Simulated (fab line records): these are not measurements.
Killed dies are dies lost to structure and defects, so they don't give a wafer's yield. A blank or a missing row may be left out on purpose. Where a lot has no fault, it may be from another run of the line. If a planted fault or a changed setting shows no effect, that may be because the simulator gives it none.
fab line records ; flow n5_finfet
record lots=4; wafers=12; last_day=15
route steps=1938 shown WELL_APT@22 PMOS_HMC_CHANNEL_EPI@57 BEOL_M4@1111 PASSIVATION@1936
lots that met no fault: from a run of the same line without faults
start_h: start of the lot's first displayed wafer, in hours after the record's first day ; wait_h: time in hours since the lot's previous step ; " unchanged from the row above ; L1.1+2: a row that stands for several wafers ; - no value present, or no start provided ; * or withheld: withheld ; < > ~ a bound
route shown NAME@n: names a module that has steps shown in the file, with the first one's number in the route ; usual: the fault-free wafers' mean and standard deviation ; same: alike in all rows ; chamber/n: place in a boat ; sites: per-site readings ; _std_site: the values' standard deviation ; _edge_site: outer sites' mean less inner sites' ; radius_mm: for every site, how far away it sits from the centre of the wafer ; mask NAME#n: copy n ; behind: tool/chamber where the wafer was last shaped ; hold: why the lot was held/for how many hours/how that ended ; device: the n, p or np transistor that did not switch ; end of line: at the end of the route, the tests of the same wafers ; step lacking rows: just its recipe ; killed: dies lost to structure and defects at the first sort, not the wafer's yield ; map: dies across one wafer; x = killed, . = not, _ = none there
set.NAME: the setting the step ran with; set.NAME@STEP: the setting that earlier step ran with ; model.NAME: the simulator's own value behind a step, which no gauge read
lots seen at some steps along the route; tables by step, rows by wafer
services: when a tool's chamber went out of use (start_h, in hours from the record's first day, below 0 if earlier), for how many hours, and the reason
## steps
# step N5_WELL_APT_EBR_04
# recipe solvent=PGMEA; ebr_width_mm=1.5
# step N5_WELL_APT_SOFTBAKE_03
# recipe temp_c=130; time_s=60
# step N5_WELL_APT_EXPOSE_05
# recipe mask_id=NWELL; na=0.8; source_shape=conventional; sigma_outer=0.8; polarization=unpolarized; defocus_nm=0; target_cd_nm=200; dose_mj=20.3
# step N5_WELL_APT_PEB_06
# recipe peb_temp_c=130; peb_time_s=90
# step N5_WELL_APT_DEVELOP_07
# recipe develop_time_s=45; rinse_liquid=surfactant_rinse; dry=air_spin; dev_temp_c=21
# step N5_WELL_APT_HARDBAKE_12
# recipe temp_c=130; time_s=120
# step N5_WELL_APT_DESCUM_13
# recipe chemistry=O2; time_s=7.9; source_power_w=50; bias_power_w=20; pressure_mtorr=20; rf_frequency_hz=2.712e+07; temp_c=40; o2_flow_sccm=225
# step N5_WELL_APT_IMPLANT_14
# recipe species=P; energy_kev=160; dose_cm2=1.5e+13; tilt_deg=0; rotation_deg=0
# step N5_WELL_APT_IMPLANT_15
# recipe species=As; energy_kev=25; dose_cm2=1.5e+13; tilt_deg=0; rotation_deg=0
# step N5_WELL_APT_STRIP_16
# recipe chemistry=SPM; time_s=900; temp_c=130; h2so4_h2o2_vol_ratio=4; dry=ipa_marangoni
# usual bath_guard_temp_C=130.1/0.57
lot.wafer;tool;chamber;start_h;wait_h;bath_guard_temp_C
L198.3;wet_bench-04;2;27.29;0.1;129.8
L198.5;wet_bench-04;1;27.29;0.1;130.4
L198.6;wet_bench-04;3;27.29;0.1;129.9
L202.3;wet_bench-04;5;51.56;0.1;130.6
L202.5;wet_bench-04;6;51.56;0.1;129.9
L202.6;wet_bench-04;7;51.56;0.1;131.1
L209.2;wet_bench-04;2;92.50;0.1;130.5
L209.3;wet_bench-04;5;92.50;0.1;130.0
L209.6;wet_bench-04;6;92.50;0.1;129.8
L212.1;wet_bench-02;3;110.25;0.2;130.1
L212.2;wet_bench-02;1;110.25;0.2;130.2
L212.3;wet_bench-02;2;110.25;0.2;128.4
# step N5_WELL_APT_HMDS_18
# recipe time_s=60; temp_c=120
# step N5_WELL_APT_COAT_19
# recipe spin_rpm=1357; resist_thk_nm=950
# step N5_WELL_APT_EBR_21
# recipe solvent=PGMEA; ebr_width_mm=1.5
# step N5_WELL_APT_SOFTBAKE_20
# recipe temp_c=130; time_s=60
# step N5_WELL_APT_EXPOSE_22
# recipe mask_id=PWELL; na=0.8; source_shape=conventional; sigma_outer=0.8; polarization=unpolarized; defocus_nm=0; target_cd_nm=200; dose_mj=23.2
# step N5_WELL_APT_PEB_23
# recipe peb_temp_c=130; peb_time_s=90
# step N5_WELL_APT_DEVELOP_24
# recipe develop_time_s=45; rinse_liquid=surfactant_rinse; dry=air_spin; dev_temp_c=21
# step N5_WELL_APT_HARDBAKE_29
# recipe temp_c=130; time_s=120
# step N5_WELL_APT_INSPECT_27
# recipe mode=adi; inspect_instrument=macro
# usual raw_defect_count=2.0/1.6
lot.wafer;tool;chamber;start_h;wait_h;raw_defect_count
L198.3;defect_inspect-01;-;28.14;0.0;4
L198.5;defect_inspect-01;-;28.14;0.0;1
L198.6;defect_inspect-01;-;28.14;0.0;1
L202.3;defect_inspect-01;-;52.16;0.0;232
L202.5;defect_inspect-01;-;52.16;0.0;234
L202.6;defect_inspect-01;-;52.16;0.0;234
L209.2;defect_inspect-01;-;93.23;0.0;254
L209.3;defect_inspect-01;-;93.23;0.0;265
L209.6;defect_inspect-01;-;93.23;0.0;248
L212.1;defect_inspect-02;-;110.85;0.0;3
L212.2;defect_inspect-02;-;110.85;0.0;3
L212.3;defect_inspect-02;-;110.85;0.0;0
# step N5_WELL_APT_DESCUM_30
# recipe chemistry=O2; time_s=7.9; source_power_w=50; bias_power_w=20; pressure_mtorr=20; rf_frequency_hz=2.712e+07; temp_c=40; o2_flow_sccm=225
# step N5_WELL_APT_IMPLANT_31
# recipe species=B; energy_kev=60; dose_cm2=1.5e+13; tilt_deg=0; rotation_deg=0
# step N5_WELL_APT_IMPLANT_32
# recipe species=BF2; energy_kev=50; dose_cm2=2e+13; tilt_deg=0; rotation_deg=0
# step N5_WELL_APT_STRIP_33
# recipe chemistry=SPM; time_s=900; temp_c=130; h2so4_h2o2_vol_ratio=4; dry=ipa_marangoni
# step N5_WELL_APT_RTA_34
# recipe temp_c=1000; time_s=10; ambient=N2; idle_temp_c=600; ramp_up_c_per_s=150; ramp_down_c_per_s=60; cool_to_c=600
# step N5_WELL_APT_OXIDE_STRIP_42
# recipe chemistry=dHF; dilution=25:1; time_s=45; temp_c=25; target=SiO2; target_depth_a=120
# step N5_WELL_APT_PRECLEAN_36
# recipe chemistry=O3/DIW; time_s=45; temp_c=22; o3_ppm=10
# step N5_WELL_APT_PRECLEAN_39
# recipe chemistry=dHF; time_s=60; dilution=150:1; temp_c=25
# step N5_WELL_APT_SRD_37
# recipe dry=ipa_marangoni; do_ppb=5; time_s=30; temp_c=23; rinse_liquid=diw
# step N5_WELL_APT_EPI_41
# recipe material=Si; target_thk_a=500; temp_c=650; precursor=SiH4/H2; pressure_torr=20; time_s=297.7
# step N5_WELL_APT_INSPECT_38
# recipe inspect_instrument=darkfield; mode=post_epi
# usual raw_defect_count=14/5.2
lot.wafer;tool;chamber;start_h;wait_h;raw_defect_count
L198.3;defect_inspect-01;-;29.92;0.3;12
L198.5;defect_inspect-01;-;29.92;0.3;17
L198.6;defect_inspect-01;-;29.92;0.3;13
L202.3;defect_inspect-02;-;53.83;0.3;243
L202.5;defect_inspect-02;-;53.83;0.3;254
L202.6;defect_inspect-02;-;53.83;0.3;246
L209.2;defect_inspect-02;-;95.01;0.4;272
L209.3;defect_inspect-02;-;95.01;0.4;279
L209.6;defect_inspect-02;-;95.01;0.4;267
L212.1;defect_inspect-02;-;112.95;0.7;12
L212.2;defect_inspect-02;-;112.95;0.7;15
L212.3;defect_inspect-02;-;112.95;0.7;8
# step N5_PMOS_HMC_CHANNEL_EPI_HM_DEP_34
# recipe material=SiO2; target_thk_a=360; temp_c=400; precursor=TEOS/O2; pressure_torr=6.5; rf_w=900; teos_flow_sccm=161.4; gas=O2; flow_sccm=2650; time_s=6.9
# step N5_PMOS_HMC_CHANNEL_EPI_COAT_31
# recipe resist=BARC; temp_c=205; time_s=60; spin_rpm=1500; resist_thk_nm=66
# step N5_PMOS_HMC_CHANNEL_EPI_COAT_03
# recipe resist=CAR-ArF-block; spin_rpm=1500; resist_thk_nm=205
# step N5_PMOS_HMC_CHANNEL_EPI_EBR_05
# recipe solvent=PGMEA; ebr_width_mm=1.5
# step N5_PMOS_HMC_CHANNEL_EPI_SOFTBAKE_04
# recipe temp_c=110; time_s=60; resist=CAR-ArF-block
# step N5_PMOS_HMC_CHANNEL_EPI_EXPOSE_06
# recipe mask_id=PMOS_HMC_BLK; na=1.35; source_shape=conventional; sigma_outer=0.8; polarization=unpolarized; target_cd_nm=240; dose_mj=41
# step N5_PMOS_HMC_CHANNEL_EPI_PEB_07
# recipe peb_temp_c=110; peb_time_s=60; resist=CAR-ArF-block
# step N5_PMOS_HMC_CHANNEL_EPI_INSPECT_11
# recipe mode=adi; inspect_instrument=macro
# usual raw_defect_count=2.1/1.6
lot.wafer;tool;chamber;start_h;wait_h;raw_defect_count
L198.3;defect_inspect-01;-;30.43;0.0;1
L198.5;defect_inspect-01;-;30.43;0.0;0
L198.6;defect_inspect-01;-;30.43;0.0;1
L202.3;defect_inspect-01;-;54.33;0.0;228
L202.5;defect_inspect-01;-;54.33;0.0;237
L202.6;defect_inspect-01;-;54.33;0.0;233
L209.2;defect_inspect-01;-;95.50;0.0;252
L209.3;defect_inspect-01;-;95.50;0.0;268
L209.6;defect_inspect-01;-;95.50;0.0;262
L212.1;defect_inspect-02;-;113.45;0.0;5
L212.2;defect_inspect-02;-;113.45;0.0;0
L212.3;defect_inspect-02;-;113.45;0.0;2
# step N5_BEOL_M4_RC_MEAS_101
# usual DIBL_N=36.7/2.4; DIBL_P=37.4/2.9; IOFF_N=0.18/0.05; IOFF_P=0.23/0.058; ION_N=683/16; ION_P=467/11; SS_N=71.7/0.77; SS_P=73.5/0.87; VT_N=249/4.3; VT_P=-250/4.4
lot.wafer;tool;chamber;start_h;wait_h;DIBL_N[mV/V];DIBL_P[mV/V];IOFF_N[nA/um];IOFF_P[nA/um];ION_N[uA/um];ION_P[uA/um];SS_N[mV/dec];SS_P[mV/dec];VT_N[mV];VT_P[mV]
L198.3;prober-01;0;173.56;0.3;40.5;39.3;0.25;0.24;689;462;72.2;73.7;243;-251
L198.5;prober-01;0;173.56;0.3;34.7;33.2;0.11;0.15;654;450;70.8;72.2;258;-257
L198.6;prober-01;0;173.56;0.3;41.1;41.3;0.24;0.27;692;461;72.6;74.0;247;-250
L202.3;prober-01;0;201.35;0.3;40.9;42.0;0.29;0.40;689;475;72.6;74.5;239;-238
L202.5;prober-01;0;201.35;0.3;39.0;39.7;0.23;0.32;693;478;72.0;73.5;243;-244
L202.6;prober-01;0;201.35;0.3;35.2;34.7;0.16;0.21;698;479;70.9;73.2;247;-249
L209.2;prober-01;0;244.55;0.2;36.2;37.7;0.16;0.24;671;462;71.4;73.8;248;-247
L209.3;prober-01;0;244.55;0.2;36.1;36.3;0.14;0.21;680;467;71.3;73.2;252;-250
L209.6;prober-01;0;244.55;0.2;38.2;39.2;0.20;0.27;698;476;72.2;74.0;249;-245
L212.1;prober-01;0;258.88;0.0;39.3;40.9;0.21;0.28;704;478;72.0;73.9;249;-247
L212.2;prober-01;0;258.88;0.0;33.3;34.3;0.10;0.17;646;453;70.5;72.6;257;-253
L212.3;prober-01;0;258.88;0.0;39.0;41.1;0.20;0.28;682;467;72.2;73.9;247;-249
# step N5_PASSIVATION_PROBE_49
# usual defect_limited_yield=91.4/1.6; killed_at_M0_to_M3=31/11; killed_at_M4_up=14/5.7; killed_at_contacts=12/6; killed_at_front_end=41/13; killed_at_other=3.3/2.8; killed_dies=101/19; killed_open=67/14; killed_short=33/8.2; sort_bin_5_function=5.0/1.1; sort_bin_6_memory=3.3/0.74; sort_n_pass=1078/20; sort_yield_pct=91.3/1.7
# same gross_dies=1180; killed_at_back_side=0; sort_bin_4_leakage[%]=0; sort_bin_8_speed[%]=0
lot.wafer;tool;chamber;start_h;wait_h;defect_limited_yield[%];killed_at_M0_to_M3;killed_at_M4_up;killed_at_contacts;killed_at_front_end;killed_at_other;killed_dies;killed_open;killed_short;sort_bin_5_function[%];sort_bin_6_memory[%];sort_n_pass;sort_yield_pct[%]
L202.3;prober-02;-;306.45;0.1;86.4;20;13;11;116;0;160;49;26;8.9;3.3;1020;86.4
L202.5;prober-02;-;306.55;0.2;85.3;32;12;9;119;2;174;53;33;9.2;4.2;1006;85.3
L202.6;prober-02;-;306.60;0.3;87.9;19;11;5;108;0;143;51;22;7.7;3.3;1037;87.9
L209.2;prober-01;-;354.82;0.1;83.3;30;20;12;131;4;197;84;24;11.0;4.8;983;83.3
L209.3;prober-01;-;354.87;0.1;85.8;22;18;9;109;9;167;57;30;9.5;3.6;1013;85.8
L209.6;prober-01;-;355.02;0.3;85.3;40;13;12;107;2;174;57;30;8.9;4.7;1006;85.3
# killed by level:class
L202.3 WELL_APT:unspecified=80 MOL_CONTACT_COAG:geometric_particle:open=7 FIN_SAQP:geometric_particle:short=6 BEOL_M4:geometric_particle:open=6 FIN_SAQP:geometric_particle:open=5 DUMMY_GATE:geometric_particle:open=5 BEOL_M0_SAQP:geometric_particle:short=5 STI_FIN_REVEAL:geometric_particle:open=4
L202.5 WELL_APT:unspecified=88 BEOL_M0_SAQP:geometric_particle:short=11 MOL_CONTACT_COAG:geometric_particle:open=9 FIN_SAQP:geometric_particle:short=8 BEOL_M0_SAQP:geometric_particle:open=7 BEOL_M4:geometric_particle:open=7 FIN_SAQP:geometric_particle:open=6 DUMMY_GATE:geometric_particle:open=5
L202.6 WELL_APT:unspecified=70 STI_FIN_REVEAL:geometric_particle:open=10 BEOL_M1:geometric_particle:open=6 FIN_SAQP:geometric_particle:open=5 DUMMY_GATE:geometric_particle:open=5 GATE_CUT:geometric_particle:short=5 MOL_CONTACT_COAG:geometric_particle:open=5 BEOL_M3:geometric_particle:open=4
L209.2 WELL_APT:unspecified=89 STI_FIN_REVEAL:geometric_particle:open=24 MOL_CONTACT_COAG:geometric_particle:open=9 BEOL_M3:geometric_particle:open=9 BEOL_M4:geometric_particle:open=9 BEOL_M0_SAQP:geometric_particle:open=6 BEOL_M1:geometric_particle:open=6 FIN_SAQP:geometric_particle:short=5
L209.3 WELL_APT:unspecified=77 BEOL_M4:geometric_particle:open=11 BEOL_M3:geometric_particle:open=8 FIN_SAQP:geometric_particle:short=7 STI_FIN_REVEAL:geometric_particle:open=7 MOL_CONTACT_COAG:geometric_particle:open=7 BEOL_M1:geometric_particle:open=5 FIN_SAQP:geometric_particle:open=4
L209.6 WELL_APT:unspecified=86 BEOL_M0_SAQP:geometric_particle:short=9 MOL_CONTACT_COAG:geometric_particle:open=8 BEOL_M1:geometric_particle:open=8 BEOL_M0_SAQP:geometric_particle:open=6 BEOL_M2:geometric_particle:open=6 FIN_SAQP:geometric_particle:open=5 STI_FIN_REVEAL:geometric_particle:open=5
# map L202.5 (x killed, . not)
_________________x...x.......________________
______________...x.............._____________
___________.....x..x.x.............__________
__________.....x............x..x...._________
________..............x............x.._______
_______................x...............______
______x....x........x..............x...._____
_____....................................____
____...............x...........x...x......___
___......x.................x...............__
___.............xx...x..........xx.........__
__.....x.......xx...........x........x......_
__....x..........................x....x....._
_x.............................x.............
_........................x..........x........
_.............x.....x...............x........
_....x..................x...............xx...
_.xx.xxxxxxx..x..x...........x.x.............
_x...xxxxxxxx..........x..........x..........
_.....xxxxxxxx.x....x........x...............
_.x.xxxxxxxxxx.xxx.......x......x............
__..xxxxxxxxxxx...............x............._
__..xxxxxxxxxx..................x..........._
___xx.xxxxxxxxxx....x......................__
___.xxxxxxxxxx.............................__
____x.xxxxx.x..................x..........___
_____x.x..xx.x...x.......................____
______x.........x................x......_____
_______..............x..........x......______
________...xx....x........x..........._______
__________...........x...x.x........_________
___________.........x..............__________
______________..x.x.......x.xx.._____________
_________________............________________
# map L209.2 (x killed, . not)
_________________....x.....x.________________
______________..x..............._____________
___________..............x.........__________
__________........x...........xx.x.._________
________........x.......x.x........x.._______
_______..x............x..x......x......______
______.........x............x........x.._____
_____.........x.........x.x..............____
____......x............x..x.......x.....x.___
___.x..x...........................x.x.....__
___......x................x...xx.x..x......__
__.....................x...x................_
__....x..........x..........xxxx.x.........._
_x.............x..x.........x..xxxxxx.xx.....
_xx..x....x.x............x..xxxxxxxxx...x....
_....xx...................xxxxxxxxxxxxxx..x..
_............................xxxxxxxx....x...
_xx.......................x.xxxxxxxxxx.......
_...x..x...............x..xxxxxxxxx.xx...x...
_............x....x...x.....x.xxxxxxx.x..x..x
_............................x.xxxxx.x.....x.
__........xx...............x...xx.x.......x._
__..........x.............x......x.x......x._
___.........x..........xx....x.x...x.......__
___.............x........x.x.......xx......__
____...x.................x...............x___
_____.......x......x......x............x.____
______........x........................._____
_______.....x.......x......x...........______
________.......x..........x.....x....._______
__________..x...............x..x...._________
___________.........xx.............__________
______________...x.....x........_____________
_________________x.x.x.......________________
## services
tool;chamber;start_h;hours;kind
wet_bench-04;-;64.24;4.4;pm
## key
first_sign step=N5_WELL_APT_INSPECT_27; reading=raw_defect_count; direction=up; sigmas=99+; usual=2.0; struck=244.5
effect step=N5_WELL_APT_INSPECT_38; reading=raw_defect_count; direction=up; sigmas=47; usual=14; struck=260
effect step=N5_PMOS_HMC_CHANNEL_EPI_INSPECT_11; reading=raw_defect_count; direction=up; sigmas=99+; usual=2.1; struck=246.7
effect step=N5_PASSIVATION_PROBE_49; reading=killed_at_front_end; direction=up; sigmas=5.7; usual=41; struck=115
more_kills_born_at N5_WELL_APT_STRIP_16@wet_bench-04=490
met_at N5_WELL_APT_STRIP_16
struck_wafers L202.3,L202.5,L202.6,L209.2,L209.3,L209.6
onset_between 27.29 51.56
fault kind=chamber_particle_source; tool=wet_bench-04; chamber=-; onset_h=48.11; steps=N5_WELL_APT_STRIP_16; rate_per_visit_cm2=0.37972; end_h=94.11
